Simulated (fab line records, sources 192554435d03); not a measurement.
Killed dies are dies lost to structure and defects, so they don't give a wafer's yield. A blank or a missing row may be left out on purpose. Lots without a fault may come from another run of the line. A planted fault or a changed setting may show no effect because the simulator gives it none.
fab line records | flow n5_finfet
record lots=11 wafers=26 last_day=17
route steps=1938 shown MOL_CONTACT_COAG@554 BEOL_M4@1111 PASSIVATION@1936
lots that met no fault: from a run of the same line without faults
start_h: hours from the record's first day to the start of the lot's first wafer shown | wait_h: hours since the lot's step before | " the same as in the row above | L1.1+2: a row that stands for several wafers | - no value, or no start given | * or withheld: withheld | < > ~ a bound
route shown NAME@n: a module of which the file shows steps, and the number in the route of the first | usual: mean/standard deviation of fault-free wafers | same: alike in all rows | chamber/n: place in a boat | sites: the reading at each site | _std_site: their standard deviation | _edge_site: outer sites' mean less inner sites' | radius_mm: how far each site lies from the wafer's centre | mask NAME#n: copy n | behind: the tool/chamber that last shaped the wafer | hold: why the lot was held/for how many hours/how that ended | device: the transistor (n, p or np) that didn't switch | end of line: the same wafers' tests at the end of the route | a step without rows: its recipe alone | killed: dies lost to structure and defects at the first sort, not the wafer's yield | map: a wafer's dies, x killed, . not, _ none there
set.NAME: the setting as run; set.NAME@STEP: as run at that earlier step | model.NAME: the simulator's own value behind a step, which no gauge read
steps of the route over a sample of lots; a table a step, a row a wafer
services: from which hour (start_h, from the record's first day; less than 0 if before it) a tool's chamber was out of use, for how many hours, and why
## steps
# step N5_MOL_CONTACT_COAG_CMP_23
# recipe stop_on=SiO2 t_overpolish_s=1.5 post_cmp_clean=cu_alkaline down_force_psi=2 platen_rpm=50.289 pad_velocity_m_s=1.0006 target_thk_nm=0
# usual motor_current_A=8.2/0.77 overpolish_run_s=1.500/0.0091 slurry_filter_dp_kPa=13.51/0.13 time_to_endpoint_s=10/3
# columns lot.wafer tool chamber start_h wait_h motor_current_A overpolish_run_s slurry_filter_dp_kPa time_to_endpoint_s
L300.2 cmp-03 0 101.83 0.1 9.5 1.516 13.62 5
L300.5 " 1 " " 8.1 1.483 13.48 7
L300.6 " 2 " " 8.5 1.498 13.50 6
L302.4 cmp-04 2 116.48 0.1 7.0 1.493 13.49 12
L302.2 " 3 " " 10.0 1.486 13.57 10
L302.6 " 0 " " 7.8 1.493 13.49 13
L299.3 cmp-04 0 117.78 0.0 8.1 1.502 13.34 16
L299.1 " 3 " " 9.6 1.505 13.45 8
L299.5 " 1 " " 7.5 1.521 13.65 13
L303.4 cmp-03 1 119.83 0.0 7.9 1.495 13.59 8
L303.6 " 1 " " 7.7 1.493 13.59 8
L303.5 " 2 " " 8.4 1.500 13.25 10
L304.1 cmp-03 0 122.56 0.3 9.3 1.504 13.39 9
L304.5 " 2 " " 8.3 1.484 13.30 11
L307.4 cmp-04 3 148.20 0.1 9.7 1.498 13.40 7
L307.2 " 0 " " 7.7 1.505 13.50 13
L310.3 cmp-02 0 165.12 0.1 8.2 1.497 13.32 13
L310.6 " 3 " " 7.9 1.508 13.49 12
L317.2 cmp-02 2 202.15 0.1 7.1 1.480 13.56 7
L317.5 " 0 " " 8.3 1.506 13.43 13
L319.2 cmp-04 1 213.40 0.0 8.0 1.504 13.66 12
L319.5 " 2 " " 7.1 1.482 13.59 9
L320.2 cmp-02 3 223.67 0.1 7.4 1.505 13.59 13
L320.5 " 1 " " 9.2 1.502 13.46 11
L322.4 cmp-03 1 234.69 0.1 8.4 1.520 13.69 11
L322.6 " 2 " " 8.0 1.503 13.35 10
# step N5_MOL_CONTACT_COAG_THK_MEAS_29
# recipe reads=SiNx_of_GATE_CUT_PECVD_57+SiNx_of_GATE_CUT_SAC_CAP_01
# usual MD_CAP_THK=17.93/0.098
# columns lot.wafer tool chamber start_h wait_h MD_CAP_THK[nm]
L300.2 film_metro-02 - 104.61 - 17.97
L300.5 " - " " 17.86
L300.6 " - " " 17.77
L302.2 film_metro-02 - 119.12 - 17.97
L302.4 " - " " 18.02
L302.6 " - " " 17.91
L299.1 film_metro-02 - 120.91 - 17.96
L299.3 " - " " 17.94
L299.5 " - " " 18.06
L303.4 film_metro-02 - 122.52 - 17.96
L303.5 " - " " 18.01
L303.6 " - " " 17.86
L304.1 film_metro-02 - 125.53 - 17.94
L304.5 " - " " 18.06
L307.2 film_metro-02 - 150.85 - 18.01
L307.4 " - " " 17.84
L310.3 film_metro-01 - 168.21 - 18.01
L310.6 " - " " 17.94
L317.2 film_metro-02 - 204.73 - 18.03
L317.5 " - " " 17.94
L319.2 film_metro-01 - 216.08 - 17.84
L319.5 " - " " 18.07
L320.2 film_metro-01 - 226.51 - 17.83
L320.5 " - " " 17.81
L322.4 film_metro-01 - 237.26 - 18.03
L322.6 " - " " 17.79
# step N5_MOL_CONTACT_COAG_DESCUM_88
# recipe chemistry=O2 time_s=7 source_power_w=50 bias_power_w=20 pressure_mtorr=20 rf_frequency_hz=2.712e+07 temp_c=40 resist=CAR-EUV o2_flow_sccm=225
# usual bias_power_w=20.00/0.062 chamber_pressure_mTorr=20.002/0.017 drypump_motor_current_A=5.6/0.46 oes_product_au=0.81/0.11 rf_vpp_V=243.1/1 showerhead_plenum_p_Torr=2.10/0.053 throttle_valve_pct=20.51/0.23
# same time_s=7
# columns lot.wafer tool chamber start_h wait_h bias_power_w chamber_pressure_mTorr drypump_motor_current_A oes_product_au rf_hours_counter_h rf_vpp_V showerhead_plenum_p_Torr throttle_valve_pct
L300.2 rie_diel-03 1 107.03 0.2 19.99 19.992 5.9 0.68 247 242.7 2.06 20.83
L300.5 " 2 " " 19.93 19.994 5.8 0.96 - 243.9 2.16 20.34
L300.6 " 1 " " 19.96 20.007 5.9 0.68 - 243.4 2.06 20.84
L302.2 rie_diel-03 1 120.74 0.6 20.09 19.984 5.9 0.67 249 241.6 2.06 20.83
L302.4 " 3 " " 19.94 19.993 5.5 0.72 - 242.8 2.17 20.76
L302.6 " 2 " " 20.08 19.991 5.8 0.93 - 243.1 2.16 20.38
L299.1 rie_diel-05 2 122.58 0.5 20.08 20.017 4.8 0.76 144 241.0 2.03 20.63
L299.3 " 3 " " 20.01 20.020 6.1 0.73 178 242.7 2.10 20.66
L299.5 " 1 " " 19.96 19.997 5.1 0.89 - 244.0 2.14 20.26
L303.4 rie_diel-03 2 124.30 0.7 20.04 19.988 5.8 0.94 - 243.8 2.16 20.36
L303.5 " 3 " " 20.01 19.980 5.5 0.73 - 243.2 2.17 20.76
L303.6 " 1 " " 20.01 20.023 5.9 0.67 - 242.8 2.06 20.85
L304.1 rie_diel-05 3 126.99 0.4 19.99 19.989 6.1 0.72 180 243.2 2.10 20.66
L304.5 " 0 " " 19.94 20.013 5.9 0.91 - 241.6 2.03 20.32
L307.2 rie_diel-06 1 151.99 0.0 20.04 20.003 5.9 0.68 219 243.8 2.06 20.74
L307.4 " 0 " " 19.93 20.012 5.2 0.90 23 242.5 2.13 20.05
L310.3 rie_diel-06 1 169.34 0.0 19.99 19.996 5.9 0.67 226 243.9 2.06 20.76
L310.6 " 0 " " 20.04 20.001 5.3 0.90 - 243.7 2.13 20.06
L317.2 rie_diel-03 1 205.86 0.0 20.07 20.026 5.9 0.92 23 242.8 2.05 20.39
L317.5 " 2 " " 20.04 20.026 5.8 0.87 - 243.1 2.15 20.41
L319.2 rie_diel-05 3 217.53 0.4 19.98 19.999 6.1 0.69 211 243.2 2.08 20.71
L319.5 " 3 " " 20.03 19.996 6.1 0.69 - 243.1 2.09 20.71
L320.2 rie_diel-05 1 228.06 0.6 20.08 19.984 5.1 0.82 52 243.2 2.12 20.33
L320.5 " 1 " " 19.98 20.009 5.1 0.82 - 243.2 2.12 20.31
L322.4 rie_diel-05 1 238.39 0.0 19.83 20.000 5.1 0.82 57 244.9 2.12 20.33
L322.6 " 3 " " 19.94 20.015 6.1 0.68 - 244.0 2.08 20.74
# step N5_MOL_CONTACT_COAG_ALD_131
# recipe material=SiO2 target_thk_a=50 temp_c=100 ald_precursor_family=BDEAS ald_co_reactant=O2-plasma pulse_time_s=1 co_reactant_pulse_time_s=1 purge_time_s=2 co_reactant_purge_time_s=2 ald_cycles=35 pressure_torr=2
# usual ald_cycles=35/0 heater_power_w=80/11 precursor_pulse_height_rel=0.998/0.021
# columns lot.wafer tool chamber start_h wait_h ald_cycles heater_power_w precursor_pulse_height_rel
L300.2 ald_sin-03 2 107.28 0.2 35 84 0.955
L300.5 " 2 " " 35 85 1.030
L300.6 " 1 " " 35 69 0.968
L302.2 ald_sin-01 3 120.87 0.1 35 79 0.999
L302.4 " 0 " " 35 58 1.012
L302.6 " 2 " " 35 99 0.987
L299.1 ald_sin-03 2 123.19 0.5 35 83 0.973
L299.3 " 3 " " 35 89 1.002
L299.5 " 1 " " 35 68 1.020
L303.4 ald_sin-01 1 124.49 0.1 35 78 0.992
L303.5 " 1 " " 35 78 0.967
L303.6 " 0 " " 35 56 1.018
L304.1 ald_sin-03 0 127.13 0.1 35 76 1.041
L304.5 " 3 " " 35 90 0.989
L307.2 ald_sin-01 1 153.25 1.2 35 79 1.028
L307.4 " 0 " " 35 59 0.956
L310.3 ald_sin-02 2 169.48 0.1 35 83 1.041
L310.6 " 3 " " 35 81 0.961
L317.2 ald_sin-01 0 206.00 0.1 22 58 0.975
L317.5 " 2 " " 35 98 1.005
L319.2 ald_sin-01 1 217.66 0.1 22 80 1.006
L319.5 " 1 " " 35 79 1.020
L320.2 ald_sin-01 2 228.36 0.2 22 98 1.022
L320.5 " 1 " " 35 78 0.976
L322.4 ald_sin-03 2 238.60 0.1 35 85 0.980
L322.6 " 1 " " 35 70 0.992
# step N5_BEOL_M4_RC_MEAS_101
# usual DIBL_N=36.9/2.1 DIBL_P=37.1/2.5 IOFF_N=0.17/0.039 IOFF_P=0.23/0.043 ION_N=673/15 ION_P=462/9.1 SS_N=71.8/0.69 SS_P=73.6/0.74 VT_N=250/3.6 VT_P=-249.7/2.9
# columns lot.wafer tool chamber start_h wait_h DIBL_N[mV/V] DIBL_P[mV/V] IOFF_N[nA/um] IOFF_P[nA/um] ION_N[uA/um] ION_P[uA/um] SS_N[mV/dec] SS_P[mV/dec] VT_N[mV] VT_P[mV]
L300.2 prober-02 0 177.83 0.2 35.1 37.0 0.16 0.24 691 474 71.2 74.0 251 -247.6
L300.5 " 0 " " 36.0 36.9 0.15 0.23 666 459 71.7 73.6 253 -248.0
L300.6 " 0 " " 34.3 35.4 0.14 0.20 674 464 71.2 73.3 249 -248.0
L302.2 prober-01 0 180.79 0.2 33.5 33.0 0.12 0.17 677 465 70.8 72.1 254 -252.8
L302.4 " 0 " " 35.6 35.0 0.15 0.19 665 453 71.1 72.9 249 -252.3
L302.6 " 0 " " 35.8 35.6 0.14 0.19 667 452 70.7 73.2 251 -250.6
L299.1 prober-01 0 185.58 0.0 37.9 37.0 0.18 0.19 674 447 71.8 73.2 248 -249.9
L299.3 " 0 " " 39.5 40.3 0.22 0.23 687 456 71.9 74.3 247 -250.1
L299.5 " 0 " " 37.5 36.5 0.16 0.17 664 444 72.2 73.8 253 -252.8
L304.1 prober-01 0 195.75 0.0 38.2 38.3 0.17 0.27 664 468 71.4 73.9 247 -245.9
L304.5 " 0 " " 40.7 40.6 0.23 0.31 681 468 72.2 74.6 247 -244.4
L303.4 prober-02 0 197.94 0.5 35.4 35.1 0.14 0.20 662 456 71.9 74.4 255 -251.6
L303.5 " 0 " " 34.6 34.5 0.14 0.19 659 451 72.0 73.8 254 -250.6
L303.6 " 0 " " 37.6 37.6 0.18 0.22 683 469 72.3 74.3 251 -250.2
L307.2 prober-02 0 218.58 0.2 34.7 36.2 0.14 0.21 661 459 71.6 73.8 252 -247.3
L307.4 " 0 " " 37.2 38.4 0.19 0.25 668 466 72.7 74.6 249 -244.8
L310.3 prober-01 0 242.07 0.3 32.4 32.4 0.10 0.16 649 451 70.4 72.7 258 -252.9
L310.6 " 0 " " 36.7 37.9 0.17 0.26 680 476 71.5 74.5 250 -247.2
L317.5 prober-01 0 280.02 0.6 38.1 38.7 0.19 0.22 687 462 71.6 73.9 246 -250.4
L319.5 prober-02 0 284.48 0.6 36.7 37.7 0.18 0.23 694 476 71.5 73.7 246 -250.5
L320.5 prober-01 0 300.03 0.6 35.0 34.3 0.17 0.21 649 453 72.1 72.9 250 -248.8
L322.4 prober-01 0 302.64 0.5 34.0 35.0 0.15 0.20 686 473 71.6 73.2 247 -249.2
L322.6 " 0 " " 39.7 42.6 0.27 0.35 712 485 73.2 75.6 242 -245.4
# step N5_PASSIVATION_PROBE_49
# usual defect_limited_yield=91.3/1.4 killed_at_M0_to_M3=32/9.5 killed_at_M4_up=14/5.2 killed_at_contacts=13/5.7 killed_at_front_end=41/12 killed_at_other=3.5/2.6 killed_dies=103/17 killed_on_rim=14/4 killed_open=68/14 killed_short=32/7 sort_bin_4_leakage=0.01/0.051 sort_bin_5_function=5.0/0.91 sort_bin_6_memory=3.3/0.7 sort_bin_8_speed=0.03/0.22 sort_n_pass=1076/17 sort_yield_pct=91.2/1.4
# same gross_dies=1180 killed_at_back_side=0
# columns lot.wafer tool chamber start_h wait_h defect_limited_yield[%] killed_at_M0_to_M3 killed_at_M4_up killed_at_contacts killed_at_front_end killed_at_other killed_dies killed_on_rim killed_open killed_short sort_bin_4_leakage[%] sort_bin_5_function[%] sort_bin_6_memory[%] sort_bin_8_speed[%] sort_n_pass sort_yield_pct[%]
L310.3 prober-01 - 342.47 0.1 89.8 29 8 7 65 11 120 14 78 41 0 4.7 5.4 0 1060 89.8
L310.6 prober-01 - 342.62 0.3 91.1 31 8 10 48 8 105 17 67 38 0 5.3 3.3 0 1075 91.1
L317.2 prober-01 - 373.24 0.1 3.1 30 9 1045 53 7 1144 145 70 34 0 5.8 3.0 0 36 3.1
L317.5 prober-01 - 373.39 0.2 92.7 30 7 17 30 2 86 8 56 29 0 3.6 3.5 0 1094 92.7
L319.2 prober-01 - 378.13 0.1 3.1 25 11 1049 56 2 1143 146 69 28 0 5.3 2.5 0 37 3.1
L319.5 prober-01 - 378.28 0.2 92.9 26 11 11 36 0 84 14 60 24 0 4.7 2.2 0 1096 92.9
L320.2 prober-02 - 390.73 0.1 3.5 33 10 1042 46 8 1139 150 73 34 0 5.3 3.8 0 41 3.5
L320.5 prober-02 - 390.88 0.2 89.8 46 11 13 43 7 120 23 76 41 0 5.5 4.4 0.08 1060 89.8
# killed by level:class
L310.3 STI_FIN_REVEAL:geometric_particle:open=19 GATE_CUT:geometric_particle:short=12 FIN_SAQP:geometric_particle:short=7 FIN_SAQP:geometric_particle:open=6 MOL_CONTACT_COAG:geometric_particle:open=6 BEOL_M1:geometric_particle:open=6 BEOL_M3:geometric_particle:open=5 BEOL_M0_SAQP:geometric_particle:open=4
L310.6 STI_FIN_REVEAL:geometric_particle:open=18 BEOL_M0_SAQP:geometric_particle:open=11 FIN_SAQP:geometric_particle:short=7 MOL_CONTACT_COAG:geometric_particle:open=7 GATE_CUT:geometric_particle:short=5 PASS1_CAP:geometric_particle:short=5 BEOL_M4:geometric_particle:open=4 GATE_CUT:geometric_particle:open=4
L317.2 MOL_CONTACT_COAG:area_ald=1039 FIN_SAQP:geometric_particle:open=21 FIN_SAQP:geometric_particle:short=11 STI_FIN_REVEAL:geometric_particle:open=10 BEOL_M0_SAQP:geometric_particle:open=8 BEOL_M0_SAQP:geometric_particle:short=6 MOL_CONTACT_COAG:geometric_particle:open=5 BEOL_M1:geometric_particle:open=5
L317.5 MOL_CONTACT_COAG:geometric_particle:open=12 DUMMY_GATE:geometric_particle:open=10 BEOL_M3:geometric_particle:open=10 BEOL_M0_SAQP:geometric_particle:short=7 FIN_SAQP:geometric_particle:short=5 FIN_SAQP:geometric_particle:open=5 MOL_CONTACT_COAG:geometric_particle:short=5 BEOL_M0:geometric_particle:open=5
L319.2 MOL_CONTACT_COAG:area_ald=1045 STI_FIN_REVEAL:geometric_particle:open=20 BEOL_M3:geometric_particle:open=10 FIN_SAQP:geometric_particle:short=9 BEOL_M4:geometric_particle:open=8 FIN_SAQP:geometric_particle:open=7 BEOL_M1:geometric_particle:open=5 GATE_CUT:geometric_particle:short=4
L319.5 STI_FIN_REVEAL:geometric_particle:open=12 MOL_CONTACT_COAG:geometric_particle:open=9 BEOL_M1:geometric_particle:open=8 BEOL_M3:geometric_particle:open=8 FIN_SAQP:geometric_particle:open=6 FIN_SAQP:geometric_particle:short=4 GATE_CUT:geometric_particle:short=4 BEOL_M4:geometric_particle:open=4
L320.2 MOL_CONTACT_COAG:area_ald=1031 MOL_CONTACT_COAG:geometric_particle:open=10 BEOL_M3:geometric_particle:open=10 FIN_SAQP:geometric_particle:short=8 BEOL_M0_SAQP:geometric_particle:open=8 FIN_SAQP:geometric_particle:open=7 STI_FIN_REVEAL:geometric_particle:open=7 BEOL_M1:geometric_particle:open=7
L320.5 BEOL_M2:geometric_particle:open=10 BEOL_M3:geometric_particle:open=10 MOL_CONTACT_COAG:geometric_particle:open=9 GATE_CUT:geometric_particle:short=8 DUMMY_GATE:geometric_particle:short=6 BEOL_M0_SAQP:geometric_particle:open=6 FIN_SAQP:geometric_particle:open=5 DUMMY_GATE:geometric_particle:open=5
## services
# columns tool chamber start_h hours kind
cmp-02 - 78.33 5.5 pm
ald_sin-01 - 85.25 14.0 pm
cmp-02 - 92.31 1.2 repair
ald_sin-03 - 96.95 6.1 pm
rie_diel-03 2 97.15 3.3 repair
ald_sin-01 - 99.25 14.6 pm
rie_diel-06 0 100.78 9.1 repair
cmp-03 - 113.53 4.0 pm
cmp-03 - 139.67 0.7 repair
ald_sin-03 3 142.57 3.6 repair
cmp-03 - 143.34 0.6 repair
cmp-02 - 154.51 1.9 repair
rie_diel-03 - 158.24 0.4 repair
rie_diel-03 3 168.79 4.2 repair
cmp-04 - 172.72 1.8 repair
cmp-03 - 181.47 0.4 repair
cmp-03 - 186.22 2.4 repair
cmp-03 - 188.99 0.4 repair
ald_sin-03 3 204.97 1.7 repair
rie_diel-03 0 218.61 7.7 repair
cmp-02 - 220.16 0.4 repair
cmp-03 - 220.80 0.6 repair
rie_diel-05 - 229.22 0.1 repair
cmp-02 - 235.04 8.3 pm
## key
first_sign step=N5_MOL_CONTACT_COAG_ALD_131 reading=ald_cycles direction=down sigmas=99+ usual=* struck=*
effect step=N5_PASSIVATION_PROBE_49 reading=killed_at_contacts direction=up sigmas=99+ usual=13 struck=1045
more_kills_born_at N5_MOL_CONTACT_COAG_ALD_131@ald_sin-01=3115
met_at N5_MOL_CONTACT_COAG_ALD_131
struck_lots L317,L319,L320
struck_wafers L317.2,L319.2,L320.2
later_rows_left_out L317.2,L319.2,L320.2
not_acting_at N5_MOL_CONTACT_COAG_CMP_23,N5_MOL_CONTACT_COAG_THK_MEAS_29,N5_MOL_CONTACT_COAG_DESCUM_88
onset_between 153.25 206.00
fault kind=process_parameter_drift tool=ald_sin-01 chamber=- onset_h=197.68 steps=N5_MOL_CONTACT_COAG_ALD_131 channel=ald_cycles offset=* shape=step end_h=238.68 scope=struck_wafers_only acts_in=* stated=*
# later_rows_left_out: the simulator's readings of these wafers behind a module that went badly wrong aren't trusted and aren't shown, but for the sort
